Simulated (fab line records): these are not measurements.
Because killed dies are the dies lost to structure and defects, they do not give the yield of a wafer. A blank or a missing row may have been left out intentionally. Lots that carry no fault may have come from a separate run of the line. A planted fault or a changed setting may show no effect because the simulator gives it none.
Which tool is to blame?    flow n5 finfet    Sampling: 8 lots, 24 wafers, 6 of 1938 route steps

WHAT THE GAUGES READ, wafer by wafer
N5_BEOL_M4_RC_MEAS_101. Usual: DIBL_N 36.2 mV/V, standard deviation 1.5; DIBL_P 36.2 mV/V, standard deviation 1.7; IOFF_N 0.155 nA/um, standard deviation 0.021; IOFF_P 0.216 nA/um, standard deviation 0.026; ION_N 674 uA/um, standard deviation 11; ION_P 464 uA/um, standard deviation 6.8; SS_N 71.5 mV/dec, standard deviation 0.56; SS_P 73.3 mV/dec, standard deviation 0.6; VT_N 250.2 mV, standard deviation 2.6; VT_P -249.3 mV, standard deviation 2.5.
lot   measured      on         DIBL_N (mV/V)   DIBL_P (mV/V)   IOFF_N (nA/um)     IOFF_P (nA/um)     ION_N (uA/um)  ION_P (uA/um)  SS_N (mV/dec)   SS_P (mV/dec)   VT_N (mV)          VT_P (mV)             flag
L971  day 11 18:53  prober-01  38.2 37.7 37.7  39.6 37.5 37.5  0.180 0.155 0.155  0.242 0.213 0.211  678 652 671    470 453 462    72.0 71.7 71.6  74.5 73.4 73.2  245.3 250.9 251.0  -247.1 -250.8 -250.8  
L972  day 12 01:08  prober-02  38.5 38.2 37.7  38.7 39.2 38.4  0.183 0.189 0.169  0.238 0.261 0.238  668 686 692    458 475 471    72.5 72.6 72.5  74.1 73.4 73.2  251.9 245.3 250.2  -248.7 -245.7 -248.6  
L974  day 12 11:24  prober-02  35.6 33.3 33.7  35.1 32.7 32.5  0.142 0.114 0.117  0.207 0.181 0.172  659 660 648    455 466 452    71.8 70.9 70.8  73.5 72.4 73.6  252.9 251.8 254.7  -249.4 -251.1 -251.4  
L975  day 12 23:12  prober-01  36.0 36.7 34.5  35.6 35.8 33.8  0.143 0.140 0.109  0.190 0.191 0.170  676 659 665    461 459 461    70.2 70.9 69.9  73.1 72.4 72.4  248.3 250.8 254.4  -249.5 -251.7 -251.5  
L977  day 13 15:43  prober-01  38.5 37.8 38.0  37.4 36.8 36.3  0.169 0.157 0.160  0.240 0.241 0.234  682 660 666    472 463 460    71.6 72.0 71.7  74.0 74.0 73.9  249.8 250.4 249.1  -248.0 -248.8 -248.1  
L979  day 13 22:56  prober-02  36.5 36.8 36.4  37.6 37.6 38.0  0.158 0.148 0.161  0.223 0.227 0.230  681 655 679    473 462 478    71.0 71.7 71.5  73.7 73.4 73.2  249.6 254.4 250.5  -246.7 -250.3 -249.6  

WHICH TOOL RAN EACH LOT (tool, then ch and the chambers of the sampled wafers, then the start)
lot   N5_BEOL_M2_ETCH_41                             N5_BEOL_M2_ALD_84                    N5_BEOL_M2_SPUTTER_81         N5_BEOL_M2_ANNEAL_82          N5_BEOL_M2_CMP_52
L965  rie diel-02 ch 0,2, day 8 23:56 or earlier     ald metal-03 ch 0,1, day 8 23:56     pvd sputter-01, day 9 00:58   pvd sputter-01, day 9 01:02   cmp-01 ch 0,1,3, day 9 03:04
L966  rie diel-04 ch 0,1,2, day 9 10:50 or earlier   ald metal-01 ch 2,3, day 9 10:50     pvd sputter-02, day 9 12:02   pvd sputter-02, day 9 12:07   cmp-03 ch 1,2,3, day 9 13:51
L971  rie diel-02 ch 1,2,3, day 10 19:44 or earlier  ald metal-01 ch 0,1,2, day 10 19:44  pvd sputter-03, day 10 20:44  pvd sputter-03, day 10 20:49  cmp-03 ch 0,1,3, day 10 22:35
L972  rie diel-05 ch 2,3, day 10 19:54 or earlier    ald metal-03 ch 2,3, day 10 19:54    pvd sputter-02, day 10 20:47  pvd sputter-02, day 10 20:52  cmp-02 ch 0,1,2, day 10 22:41
L974  rie diel-02 ch 0,1,3, day 11 10:34 or earlier  ald metal-01 ch 0,3, day 11 10:34    pvd sputter-03, day 11 11:37  pvd sputter-03, day 11 11:41  cmp-02 ch 1,2,3, day 11 13:34
L975  rie diel-02 ch 0,1,2, day 11 13:13 or earlier  ald metal-01 ch 0,1,3, day 11 13:13  pvd sputter-02, day 11 14:09  pvd sputter-02, day 11 14:14  cmp-02 ch 0,2, day 11 16:00
L977  rie diel-05 ch 1,2,3, day 12 05:09 or earlier  ald metal-01 ch 0,1,3, day 12 05:09  pvd sputter-03, day 12 06:15  pvd sputter-03, day 12 06:20  cmp-03 ch 0,1,2, day 12 08:28
L979  rie diel-04 ch 1,2,3, day 12 22:47 or earlier  ald metal-03 ch 0,2,3, day 12 22:47  pvd sputter-01, day 12 23:55  pvd sputter-01, day 13 00:00  cmp-02 ch 0,1,2, day 13 01:55
- N5_BEOL_M2_ETCH_41: etches SiCN in CH3F/O2, target depth 29.9 nm, time 52.5 s.
- N5_BEOL_M2_ALD_84: deposits TaN, pulse time 2 s, purge time 3 s, co reactant purge time 2 s.
- N5_BEOL_M2_SPUTTER_81: material Cu, target thk 4.5 nm, time 8.29 s.
- N5_BEOL_M2_ANNEAL_82: time 240 s.
- N5_BEOL_M2_CMP_52: polishes, stops on SiOC, t overpolish 6.8 s, target thk 40 nm.

AS READ BY THE TOOLS THEMSELVES (means over the sampled wafers that have a number; for cases with no such wafer, the mark the record gives instead)
N5_BEOL_M2_ETCH_41. Usual: CH3F_flow_sccm 30.00 sccm, standard deviation 0.098; chamber pressure mTorr 29.999 mTorr, standard deviation 0.028; drypump motor current A 5.8 A, standard deviation 0.46; oes product au 0.81 a.u., standard deviation 0.076; rf vpp V 297.4 V, standard deviation 1.8; showerhead plenum p Torr 2.00 Torr, standard deviation 0.076; throttle valve pct 16.24 %, standard deviation 0.23.
lot   tool         CH3F_flow_sccm (sccm)  chamber pressure mTorr (mTorr)  drypump motor current A (A)  oes product au (a.u.)  rf vpp V (V)  showerhead plenum p Torr (Torr)  throttle valve pct (%)  flag
L965  rie diel-02  30.06                  29.999                          6.4                          0.76                   296.6         1.97                             16.23                   
L966  rie diel-04  30.16                  30.001                          5.6                          0.80                   296.4         1.95                             16.25                   
L971  rie diel-02  30.06                  30.003                          5.6                          0.80                   297.2         2.01                             16.36                   
L972  rie diel-05  29.98                  30.000                          5.7                          0.88                   296.4         1.96                             16.17                   
L974  rie diel-02  30.01                  29.990                          6.0                          0.83                   297.9         2.02                             16.16                   
L975  rie diel-02  29.95                  29.997                          6.1                          0.84                   298.4         2.05                             16.21                   
L977  rie diel-05  30.01                  30.004                          5.8                          0.84                   297.0         1.97                             16.16                   
L979  rie diel-04  29.99                  30.012                          5.6                          0.81                   297.0         1.98                             16.25                   

N5_BEOL_M2_ALD_84. Usual: chamber pressure Torr 3.000 Torr, standard deviation 0.0062; heater power outer w 247 W, standard deviation 25; heater power w 436 W, standard deviation 34.
lot   tool          chamber pressure Torr (Torr)  heater power outer w (W)  heater power w (W)  flag
L965  ald metal-03  -                             -                         -                   OFF
L966  ald metal-01  -                             -                         -                   OFF
L971  ald metal-01  3.001                         255                       430                 
L972  ald metal-03  2.999                         240                       453                 
L974  ald metal-01  3.004                         244                       451                 
L975  ald metal-01  3.001                         243                       439                 
L977  ald metal-01  3.006                         240                       441                 
L979  ald metal-03  2.999                         250                       448                 

N5_BEOL_M2_SPUTTER_81. Usual: chamber pressure pa 0.06999 Pa, standard deviation 0.00013; chuck gas flow sccm 1.26 sccm, standard deviation 0.054; substrate temp c -20.01 C, standard deviation 0.11; throttle valve pct 30.3 %, standard deviation 0.96.
lot   tool            chamber pressure pa (Pa)  chuck gas flow sccm (sccm)  substrate temp c (C)  throttle valve pct (%)  flag
L965  pvd sputter-01  0.07005                   1.27                        -20.07                29.9                    
L966  pvd sputter-02  0.06996                   1.24                        -19.94                31.4                    
L971  pvd sputter-03  0.07008                   1.28                        -19.88                28.9                    
L972  pvd sputter-02  0.07009                   1.20                        -20.05                30.8                    
L974  pvd sputter-03  0.07002                   1.24                        -20.04                29.8                    
L975  pvd sputter-02  0.06997                   1.19                        -20.06                31.4                    
L977  pvd sputter-03  0.06993                   1.28                        -19.95                30.0                    
L979  pvd sputter-01  0.07000                   1.22                        -20.12                30.0                    

N5_BEOL_M2_ANNEAL_82. Usual: heater power w 910 W, standard deviation 86; susceptor_temp_C_max 401.0, standard deviation 0.42.
lot   tool            heater power w (W)  susceptor_temp_C_max  flag
L965  pvd sputter-01  898                 401.3                 
L966  pvd sputter-02  1002                400.8                 
L971  pvd sputter-03  924                 400.7                 
L972  pvd sputter-02  963                 401.1                 
L974  pvd sputter-03  854                 400.7                 
L975  pvd sputter-02  963                 400.7                 
L977  pvd sputter-03  822                 400.5                 
L979  pvd sputter-01  950                 401.4                 

N5_BEOL_M2_CMP_52. Usual: barrier field endpoint s 24.8 s, standard deviation 0.52; clearing platen down force psi 1.4995 psi, standard deviation 0.0029; motor current A 6.2 A, standard deviation 0.58; slurry filter dp kPa 13.49 kPa, standard deviation 0.16.
lot   tool    barrier field endpoint s (s)  clearing platen down force psi (psi)  motor current A (A)  slurry filter dp kPa (kPa)  flag
L965  cmp-01  22.7                          1.5015                                6.0                  13.47                       OFF
L966  cmp-03  23.2                          1.5028                                6.6                  13.55                       OFF
L971  cmp-03  24.4                          1.5011                                7.0                  13.44                       
L972  cmp-02  25.0                          1.4982                                5.9                  13.69                       
L974  cmp-02  25.4                          1.4976                                5.8                  13.54                       
L975  cmp-02  24.9                          1.4995                                6.4                  13.38                       
L977  cmp-03  24.9                          1.4966                                6.4                  13.42                       
L979  cmp-02  25.6                          1.4981                                6.0                  13.45                       

THE ANSWER, worked out from the rows above alone
Rule: a lot counts as off when the mean over its wafers that have a number is more than 3 standard deviations away from the usual mean. A lot without any number at a reading at which 4 lots or more have one is off too. Where the step has rows for the other lots, those lots are counted as sound. Order of review: gauges by route order, followed by the tools' own readings, for which a lot's mean as printed above is used. At the first step where some lot is off, the reading lying furthest off is the one used; lots without a number count as furthest.
Off: L965, L966 (N5_BEOL_M2_ALD_84, chamber pressure Torr). Without a number there: L965, L966.
A tool fits if, at that step or a process step before it, it ran every lot that is off, and no sound lot after the first of them. Because N5_BEOL_M2_ETCH_41 lacks a start for some lots, the hours and order of its lots are taken from N5_BEOL_M2_ALD_84. None of those tried fits.

WHAT THE SIMULATOR HAD PUT IN
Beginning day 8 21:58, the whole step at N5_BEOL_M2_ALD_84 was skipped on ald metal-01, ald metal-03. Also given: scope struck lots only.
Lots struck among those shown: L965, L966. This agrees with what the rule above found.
